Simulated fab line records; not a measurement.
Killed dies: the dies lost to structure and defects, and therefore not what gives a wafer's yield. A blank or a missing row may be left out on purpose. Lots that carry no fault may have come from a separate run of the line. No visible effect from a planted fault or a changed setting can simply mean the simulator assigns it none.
fab line records	flow nand_harc
record: lots: 11	wafers: 33	last_day: 24
route steps=1159 shown A_CONTACT@901 END@1159
lots that met no fault: from a run of the same line without faults
start_h: hours from the record's opening day to when the first of the lot's shown wafers began	wait_h: hours elapsed since this lot's preceding step	" as in the row above	L1.1+2: one row covering several wafers at once	- either no value or no given start	* or withheld: withheld	< > ~ a bound
route shown NAME@n: a module of which the file shows steps, and the number in the route of the first	usual: mean and standard deviation over wafers with no fault	same: alike in all rows	chamber/n: place in a boat	sites: per-site readings	_std_site: the values' standard deviation	_edge_site: mean of outer sites minus mean of inner sites	radius_mm: for every site, how far away it sits from the centre of the wafer	mask NAME#n: copy n	behind: the most recent tool/chamber to have shaped the wafer	hold: the reason the lot was held/the length of the hold in hours/how it ended	device: whichever transistor did not switch (one of n, p or np)	end of line: at the end of the route, the tests of the same wafers	a step with no rows: only its recipe	killed: at the first sort, the dies lost to defects and structure; wafer yield is something else	map: a wafer's dies, x killed, . not, _ none there
set.NAME: setting as actually run; set.NAME@STEP: the setting as run at that earlier step	model.NAME: the simulator's own value behind a step, which no gauge read
route steps across a sampled set of lots; one table per step, one row per wafer
services: the hour from which a tool's chamber was out of use, counted from the record's first day as start_h (under 0 if before that day), plus the number of hours and why
== steps ==
step: NHARC_A_CONTACT_ETCH_76
recipe: target_depth_a: 2600	over_etch_frac: 0.3	time_s: 475.3	ion_energy_ev: 200	n2_flow_sccm: 150	h2_flow_sccm: 150	ar_flow_sccm: 0	rf_w: 400	bias_w: 150	chemistry: N2/H2
usual: drypump_motor_current_A: 5.7/0.55	oes_product_au: 0.998/0.013	rf_vpp_V: 431.3/2.2	showerhead_plenum_p_Torr: 2.06/0.07	throttle_valve_pct: 14.170/0.0084
lot.wafer	tool	chamber	start_h	wait_h	drypump_motor_current_A	oes_product_au	rf_hours_counter_h	rf_vpp_V	showerhead_plenum_p_Torr	throttle_valve_pct
L936.4	rie_diel-07	0	384.34	-	5.1	0.993	55	435.6	2.20	14.159
L936.6	"	1	"	"	4.9	0.989	-	431.5	2.07	14.179
L936.5	"	2	"	"	6.6	1.001	-	429.6	2.00	14.162
L938.1	rie_diel-05	2	395.93	-	6.3	1.009	18	432.3	2.08	14.161
L938.5	"	2	"	"	6.3	1.001	-	430.8	2.08	14.172
L938.6	"	3	"	"	6.3	0.998	-	428.5	1.98	14.183
L939.2	rie_diel-04	2	398.89	-	5.8	1.010	15	431.7	2.10	14.183
L939.1	"	0	"	"	6.0	1.007	15	430.7	2.01	14.169
L939.6	"	2	"	"	5.8	1.003	-	434.3	2.10	14.153
L941.3	rie_diel-07	3	430.21	-	5.1	0.995	5	431.4	2.04	14.162
L941.2	"	0	"	"	5.1	0.994	5	435.4	2.19	14.161
L941.6	"	2	"	"	6.6	0.990	-	429.9	1.99	14.168
L940.3	rie_diel-04	2	433.77	-	5.8	1.023	21	431.3	2.10	14.168
L940.1	"	3	"	"	5.4	1.009	22	433.2	2.14	14.181
L940.5	"	2	"	"	5.9	1.026	-	431.3	2.10	14.177
L947.1	rie_diel-04	1	453.72	-	5.1	0.969	25	430.6	2.02	14.170
L947.4	"	1	"	"	5.1	0.973	-	429.0	2.02	14.175
L947.6	"	2	"	"	5.8	1.000	-	431.7	2.09	14.160
L946.1	rie_diel-04	1	454.23	-	5.1	0.975	25	430.2	2.02	14.157
L946.2	"	2	"	"	5.8	1.006	25	433.5	2.09	14.168
L946.5	"	3	"	"	5.4	1.014	-	432.5	2.14	14.156
L945.1	rie_diel-04	2	465.30	-	5.8	1.004	30	433.4	2.09	14.168
L945.3	"	0	"	"	6.0	1.019	27	429.9	2.01	14.175
L945.2	"	1	"	"	5.0	0.976	31	430.2	2.02	14.173
L948.2	rie_diel-07	1	467.15	-	4.9	0.978	22	431.2	2.06	14.168
L948.3	"	2	"	"	6.6	0.996	20	428.7	1.99	14.170
L948.6	"	3	"	"	5.1	0.989	-	430.4	2.04	14.185
L955.1	rie_diel-07	1	498.49	-	4.9	1.006	34	430.0	2.05	14.176
L955.3	"	3	"	"	5.1	0.994	28	431.8	2.03	14.182
L955.6	"	1	"	"	4.9	0.992	-	430.6	2.05	14.181
L957.3	rie_diel-05	0	516.66	-	6.3	0.982	66	427.7	1.98	14.169
L957.6	"	1	"	"	5.2	0.981	-	433.8	2.17	14.165
L957.4	"	3	"	"	6.3	1.000	-	427.4	1.96	14.160
step: NHARC_A_CONTACT_ETCH_97
recipe: target_depth_a: 200	over_etch_frac: 0.5	time_s: 10	ion_energy_ev: 250	c4f6_flow_sccm: 25	o2_flow_sccm: 20	ar_flow_sccm: 500	rf_w: 600	bias_w: 500	chemistry: C4F6/O2
usual: drypump_motor_current_A: 5.7/0.51	oes_product_au: 0.959/0.023	rf_vpp_V: 547.6/2.6	showerhead_plenum_p_Torr: 3.96/0.12	throttle_valve_pct: 26.903/0.0094
lot.wafer	tool	chamber	start_h	wait_h	drypump_motor_current_A	oes_product_au	rf_hours_counter_h	rf_vpp_V	showerhead_plenum_p_Torr	throttle_valve_pct
L936.4	rie_diel-04	3	-	-	5.5	0.967	14	549.5	4.10	26.910
L936.6	"	1	"	"	5.1	0.928	-	545.9	3.90	26.903
L936.5	"	2	"	"	5.8	0.959	-	549.4	4.02	26.906
L938.1	rie_diel-04	3	-	-	5.4	0.989	17	549.3	4.10	26.907
L938.6	"	0	"	"	6.0	0.974	-	545.9	3.87	26.911
L938.5	"	1	"	"	5.0	0.928	-	545.6	3.90	26.910
L939.1	rie_diel-05	1	-	-	5.3	0.977	18	551.7	4.17	26.887
L939.2	"	0	"	"	6.3	0.970	21	545.5	3.84	26.896
L939.6	"	2	"	"	6.3	1.002	-	547.7	3.98	26.892
L941.2	rie_diel-07	0	-	-	5.1	0.937	5	552.0	4.18	26.905
L941.3	"	1	"	"	4.9	0.946	7	547.0	3.96	26.881
L941.6	"	0	"	"	5.1	0.936	-	551.5	4.18	26.893
L940.3	rie_diel-04	0	-	-	6.0	0.946	22	543.8	3.87	26.911
L940.1	"	3	"	"	5.5	0.956	23	551.9	4.10	26.910
L940.5	"	0	"	"	6.0	0.958	-	546.0	3.87	26.914
L946.2	rie_diel-04	1	-	-	5.1	0.926	27	547.2	3.89	26.892
L946.1	"	3	"	"	5.5	0.940	28	549.5	4.09	26.873
L946.5	"	0	"	"	6.0	1.000	-	545.9	3.87	26.920
L947.4	rie_diel-07	2	-	-	6.6	0.987	15	546.2	3.84	26.908
L947.1	"	3	"	"	5.1	0.998	14	546.8	3.92	26.890
L947.6	"	1	"	"	4.9	0.985	-	547.1	3.96	26.908
L945.2	rie_diel-05	1	-	-	5.2	0.930	43	551.8	4.16	26.906
L945.3	"	2	"	"	6.3	0.942	45	546.7	3.97	26.908
L945.1	"	0	"	"	6.3	0.934	47	543.0	3.83	26.893
L948.3	rie_diel-05	1	-	-	5.3	0.942	43	552.9	4.16	26.907
L948.2	"	2	"	"	6.3	0.946	46	547.7	3.97	26.910
L948.6	"	1	"	"	5.2	0.940	-	553.0	4.16	26.912
L955.3	rie_diel-04	2	-	-	5.9	0.950	5	549.4	4.01	26.917
L955.1	"	1	"	"	5.0	0.914	4	543.8	3.89	26.900
L955.6	"	2	"	"	5.8	0.949	-	548.8	4.01	26.900
L957.3	rie_diel-04	2	-	-	5.8	1.014	8	549.3	4.01	26.898
L957.4	"	3	"	"	5.4	1.001	8	550.4	4.09	26.886
L957.6	"	2	"	"	5.9	1.023	-	548.1	4.01	26.902
step: NHARC_A_CONTACT_OVL_MEAS_09
usual: overlay_x_nm: 0.2/1.1	overlay_y_nm: 0.1/0.77
lot.wafer	tool	chamber	start_h	wait_h	overlay_x_nm	overlay_y_nm
L936.4	overlay-01	-	390.82	-	0.2	0.5
L936.5	"	-	"	"	0.6	0.1
L936.6	"	-	"	"	0.4	-0.3
L938.1	overlay-02	-	403.80	-	-1.6	-1.1
L938.5	"	-	"	"	-0.9	-0.4
L938.6	"	-	"	"	-1.4	-0.5
L939.1	overlay-02	-	405.06	-	1.1	0.0
L939.2	"	-	"	"	1.2	0.6
L939.6	"	-	"	"	1.2	0.1
L941.2	overlay-01	-	436.13	-	1.2	0.1
L941.3	"	-	"	"	1.3	0.0
L941.6	"	-	"	"	0.8	-0.3
L940.1	overlay-02	-	440.33	-	0.4	0.8
L940.3	"	-	"	"	1.3	0.5
L940.5	"	-	"	"	0.7	0.2
L946.1	overlay-02	-	461.17	-	0.2	-0.1
L946.2	"	-	"	"	0.2	1.2
L946.5	"	-	"	"	0.0	0.4
L947.1	overlay-01	-	461.84	-	0.2	0.0
L947.4	"	-	"	"	0.1	-0.4
L947.6	"	-	"	"	-0.3	-0.1
L945.1	overlay-02	-	473.76	-	1.7	-0.4
L945.2	"	-	"	"	1.2	-0.5
L945.3	"	-	"	"	0.9	0.1
L948.2	overlay-01	-	475.01	-	-0.6	1.4
L948.3	"	-	"	"	-0.2	1.0
L948.6	"	-	"	"	-0.3	1.6
L955.1	overlay-02	-	504.52	-	-0.1	0.9
L955.3	"	-	"	"	-0.2	1.0
L955.6	"	-	"	"	-0.2	1.3
L957.3	overlay-01	-	523.05	-	1.1	-0.3
L957.4	"	-	"	"	0.9	-0.2
L957.6	"	-	"	"	0.9	-0.6
step: NHARC_A_CONTACT_DESCUM_13
recipe: time_s: 3	o2_flow_sccm: 200	ar_flow_sccm: 0	bias_power_w: 0	chemistry: O2
usual: drypump_motor_current_A: 5.6/0.47	oes_product_au: 1.000/0.014	rf_vpp_V: 57.9/0.78	showerhead_plenum_p_Torr: 1.94/0.058	throttle_valve_pct: 11.311/0.0087
lot.wafer	tool	chamber	start_h	wait_h	hold	drypump_motor_current_A	oes_product_au	rf_hours_counter_h	rf_vpp_V	showerhead_plenum_p_Torr	throttle_valve_pct
L936.4	rie_diel-05	0	390.94	0.1	-	6.3	0.985	16	57.4	1.87	11.285
L936.6	"	2	"	"	-	6.3	1.001	-	57.6	1.95	11.304
L936.5	"	3	"	"	-	6.3	0.987	-	56.6	1.86	11.314
L938.1	rie_diel-04	3	403.89	0.1	-	5.5	1.010	17	58.7	2.01	11.305
L938.5	"	3	"	"	-	5.5	1.012	-	58.2	2.01	11.317
L938.6	"	0	"	"	-	6.0	1.008	-	57.5	1.89	11.310
L939.1	rie_diel-04	0	405.17	0.1	-	5.9	1.021	16	57.3	1.89	11.318
L939.2	"	1	"	"	-	5.0	0.983	17	57.9	1.90	11.314
L939.6	"	2	"	"	-	5.8	1.003	-	57.9	1.97	11.312
L941.3	rie_diel-05	1	436.23	0.1	-	5.3	0.980	29	58.5	2.04	11.298
L941.2	"	0	"	"	-	6.3	0.985	33	59.3	1.87	11.306
L941.6	"	2	"	"	-	6.3	1.009	-	57.3	1.94	11.303
L940.3	rie_diel-04	3	440.45	0.1	-	5.4	1.021	23	59.0	2.01	11.313
L940.1	"	0	"	"	-	6.0	1.010	23	57.6	1.89	11.316
L940.5	"	1	"	"	-	5.1	0.978	-	59.5	1.90	11.308
L946.2	rie_diel-04	0	463.68	2.3	await_dispo/2.2h/release	6.0	1.017	25	58.3	1.88	11.297
L946.1	"	1	"	"	await_dispo/2.2h/release	5.1	0.986	28	57.5	1.90	11.307
L946.5	"	3	"	"	await_dispo/2.2h/release	5.4	1.016	-	57.5	2.00	11.315
L947.1	rie_diel-04	1	475.09	13.0	await_dispo/4.6h/release	5.1	0.964	29	57.4	1.90	11.328
L947.4	"	3	"	"	await_dispo/4.6h/release	5.4	0.999	29	57.6	2.00	11.323
L947.6	"	2	"	"	await_dispo/4.6h/release	5.7	1.008	-	59.6	1.96	11.309
L948.3	rie_diel-04	3	475.11	0.1	-	5.4	0.990	0	58.1	2.00	11.324
L948.2	"	1	"	"	-	5.1	1.010	0	58.1	1.89	11.295
L948.6	"	3	"	"	-	5.4	0.996	-	57.4	2.00	11.326
L945.2	rie_diel-05	1	481.71	7.7	await_dispo/7.3h/release	5.2	0.985	46	59.5	2.04	11.309
L945.1	"	2	"	"	await_dispo/7.3h/release	6.3	0.992	47	57.7	1.94	11.315
L945.3	"	3	"	"	await_dispo/7.3h/release	6.3	1.010	49	57.3	1.85	11.302
L955.1	rie_diel-07	0	504.63	0.1	-	5.1	0.987	32	58.3	2.04	11.312
L955.3	"	1	"	"	-	4.9	1.003	35	57.5	1.92	11.326
L955.6	"	2	"	"	-	6.6	0.992	-	57.9	1.86	11.311
L957.3	rie_diel-04	3	523.30	0.2	-	5.4	1.008	10	56.6	2.00	11.298
L957.4	"	0	"	"	-	5.9	1.007	9	56.9	1.88	11.301
L957.6	"	2	"	"	-	5.8	1.013	-	58.2	1.96	11.314
step: NHARC_A_CONTACT_ETCH_134
recipe: source_w: withheld	pressure_mtorr: 20	bias_v: withheld	time_s: 140	target_depth_a: 7000	ar_flow_sccm: withheld	c4f8_flow_sccm: withheld	o2_flow_sccm: withheld	chemistry: C4F8/O2/Ar
lot.wafer	tool	chamber	start_h	wait_h	rf_hours_counter_h
L936.4	har_cap_etch-03	0	392.03	-	-
L936.5	"	0	"	"	-
L936.6	"	1	"	"	-
L938.1	har_cap_etch-01	1	404.92	-	61
L938.5	"	0	"	"	-
L938.6	"	1	"	"	-
L939.1	har_cap_etch-03	0	406.14	-	89
L939.2	"	1	"	"	89
L939.6	"	0	"	"	-
L941.2	har_cap_etch-02	0	437.22	-	22
L941.3	"	0	"	"	-
L941.6	"	1	"	"	-
L940.1	har_cap_etch-03	1	441.43	-	93
L940.3	"	0	"	"	-
L940.5	"	1	"	"	-
L946.1	har_cap_etch-01	0	465.05	-	70
L946.2	"	1	"	"	70
L946.5	"	0	"	"	-
L948.2	har_cap_etch-01	0	476.09	-	75
L948.3	"	0	"	"	-
L948.6	"	1	"	"	-
L947.1	har_cap_etch-02	0	476.46	-	26
L947.4	"	1	"	"	-
L947.6	"	1	"	"	-
L945.1	har_cap_etch-01	1	482.69	-	76
L945.2	"	0	"	"	76
L945.3	"	1	"	"	-
L955.1	har_cap_etch-03	1	505.60	-	105
L955.3	"	0	"	"	-
L955.6	"	1	"	"	-
L957.4	har_cap_etch-02	1	524.71	-	-
L957.3	"	0	"	"	-
L957.6	"	1	"	"	-
step: NHARC_END_SORT_01
recipe: temp_c: 25
usual: killed_at_array: 28/10	killed_at_other: 0.6/1.1	killed_at_periphery: 3.6/2.6	killed_dies: 32/10	killed_open: 3.3/1.8	killed_short: 1.9/1.4
same: gross_dies: 677
lot.wafer	tool	chamber	start_h	wait_h	killed_at_array	killed_at_other	killed_at_periphery	killed_dies	killed_open	killed_short
L946.1	prober-02	0	528.53	2.5	108	1	1	110	1	1
L946.2	prober-02	0	529.33	2.8	88	0	2	90	2	1
L946.5	prober-02	0	531.75	3.7	76	0	2	78	3	1
L947.1	prober-01	0	549.59	2.5	122	1	1	124	4	2
L947.4	prober-01	0	551.98	3.4	113	0	3	116	5	1
L947.6	prober-01	0	553.57	4.0	85	0	6	91	5	1
L945.1	prober-01	0	557.60	2.5	69	0	4	73	2	2
L945.2	prober-01	0	558.40	2.8	98	0	2	100	4	4
L945.3	prober-01	0	559.21	3.1	86	0	4	90	0	0
killed by level:class
L946.1 A_CONTACT:unspecified=86 A_CHANNEL_HOLE_D1:chamber_film_flake=12 A_WL_FILL:chamber_film_flake=3 A_CONTACT:chamber_film_flake=3 A_CHANNEL_FILL_D1:chamber_film_flake=2 A_CHANNEL_FILL_D1:geometric_particle:short=1 A_M1:geometric_particle:open=1 P_GATE:chamber_film_flake=1
L946.2 A_CONTACT:unspecified=64 A_CHANNEL_HOLE_D1:chamber_film_flake=13 A_STAIRCASE:chamber_film_flake=4 A_CHANNEL_FILL_D1:chamber_film_flake=2 A_CONTACT:chamber_film_flake=2 P_CONTACT:geometric_particle:short=1 A_WL_FILL:geometric_particle:open=1 A_BLC:geometric_particle:open=1
L946.5 A_CONTACT:unspecified=55 A_CHANNEL_HOLE_D1:chamber_film_flake=15 P_GATE:chamber_film_flake=2 A_ONON_D1:geometric_particle:short=1 A_WL_FILL:geometric_particle:open=1 A_CONTACT:geometric_particle:open=1 A_M0:geometric_particle:open=1 A_STAIRCASE:chamber_film_flake=1
L947.1 A_CONTACT:unspecified=90 A_SLIT:chamber_film_flake=12 A_CHANNEL_HOLE_D1:chamber_film_flake=5 A_STAIRCASE:chamber_film_flake=4 A_CONTACT:geometric_particle:open=3 A_WL_FILL:chamber_film_flake=2 A_CONTACT:chamber_film_flake=2 A_ONON_D1:geometric_particle:short=1
L947.4 A_CONTACT:unspecified=84 A_SLIT:chamber_film_flake=13 A_CHANNEL_HOLE_D1:chamber_film_flake=6 A_WL_FILL:chamber_film_flake=4 A_CONTACT:geometric_particle:open=2 P_GATE:geometric_particle:open=1 P_CONTACT:geometric_particle:open=1 A_SGD_CUT:geometric_particle:short=1
L947.6 A_CONTACT:unspecified=61 A_SLIT:chamber_film_flake=15 A_CHANNEL_HOLE_D1:chamber_film_flake=2 A_WL_FILL:chamber_film_flake=2 A_CONTACT:chamber_film_flake=2 P_STI:geometric_particle:open=1 P_GATE:geometric_particle:open=1 P_M0:geometric_particle:short=1
L945.1 A_CONTACT:unspecified=60 A_CHANNEL_HOLE_D1:chamber_film_flake=3 A_STAIRCASE:chamber_film_flake=2 A_CONTACT:chamber_film_flake=2 P_CONTACT:geometric_particle:open=1 P_CONTACT:geometric_particle:short=1 P_M1:geometric_particle:short=1 A_M0:geometric_particle:open=1
L945.2 A_CONTACT:unspecified=82 A_CHANNEL_HOLE_D1:chamber_film_flake=4 A_CHANNEL_HOLE_D1:geometric_particle:short=3 A_CONTACT:geometric_particle:open=2 A_WL_FILL:chamber_film_flake=2 P_GATE:geometric_particle:short=1 A_WL_FILL:geometric_particle:open=1 A_M1:geometric_particle:open=1
L945.3 A_CONTACT:unspecified=69 A_CHANNEL_HOLE_D1:chamber_film_flake=8 A_STAIRCASE:chamber_film_flake=4 A_CONTACT:chamber_film_flake=3 P_ZERO_WELL:chamber_film_flake=2 P_GATE:chamber_film_flake=1 P_BONDPAD:chamber_film_flake=1 A_CHANNEL_FILL_D1:chamber_film_flake=1
== services ==
tool	chamber	start_h	hours	kind
rie_diel-04	0	371.71	-	clean
rie_diel-04	1	371.71	-	clean
rie_diel-04	2	371.71	-	clean
rie_diel-04	3	371.71	-	clean
rie_diel-07	3	379.10	4.6	repair
rie_diel-05	3	379.32	4.2	repair
rie_diel-04	0	396.21	-	clean
rie_diel-04	1	396.21	-	clean
rie_diel-04	2	396.21	-	clean
rie_diel-04	3	396.21	-	clean
rie_diel-04	0	420.79	-	clean
rie_diel-04	1	420.79	-	clean
rie_diel-04	2	420.79	-	clean
rie_diel-04	3	420.79	-	clean
rie_diel-04	0	445.29	-	clean
rie_diel-04	1	445.29	-	clean
rie_diel-04	2	445.29	-	clean
rie_diel-04	3	445.29	-	clean
rie_diel-04	0	449.74	7.2	repair
rie_diel-04	-	466.09	9.0	pm
rie_diel-04	0	466.09	9.0	vent_cycle
rie_diel-07	-	485.60	0.7	repair
rie_diel-05	2	515.72	8.9	repair
rie_diel-05	-	517.62	9.0	pm
== key ==
first_sign: step: NHARC_END_SORT_01	reading: killed_at_array	direction: up	sigmas: 6.5	usual: 28	struck: 94
effect: step: NHARC_END_SORT_01	reading: killed_dies	direction: up	sigmas: 6.3	usual: 32	struck: 97
more_kills_born_at: NHARC_A_CONTACT_ETCH_76@rie_diel-04: 651
met_at NHARC_A_CONTACT_ETCH_76
struck_lots L945,L946,L947
tester_left_out L945,L946,L947
not_acting_at NHARC_A_CONTACT_ETCH_97,NHARC_A_CONTACT_OVL_MEAS_09,NHARC_A_CONTACT_ETCH_134
fault: kind: chamber_particle_source	tool: rie_diel-04	chamber: -	onset_h: 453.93	steps: NHARC_A_CONTACT_ETCH_76	rate_per_visit_cm2: 0.78053	end_h: 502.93
tester_left_out: of these lots the tester's yield and bins aren't shown, on N5 and GAA mostly nor the transistor test; their killed dies are dies lost to structure and defects alone, not to doping, threshold or leakage, so they don't give the yield
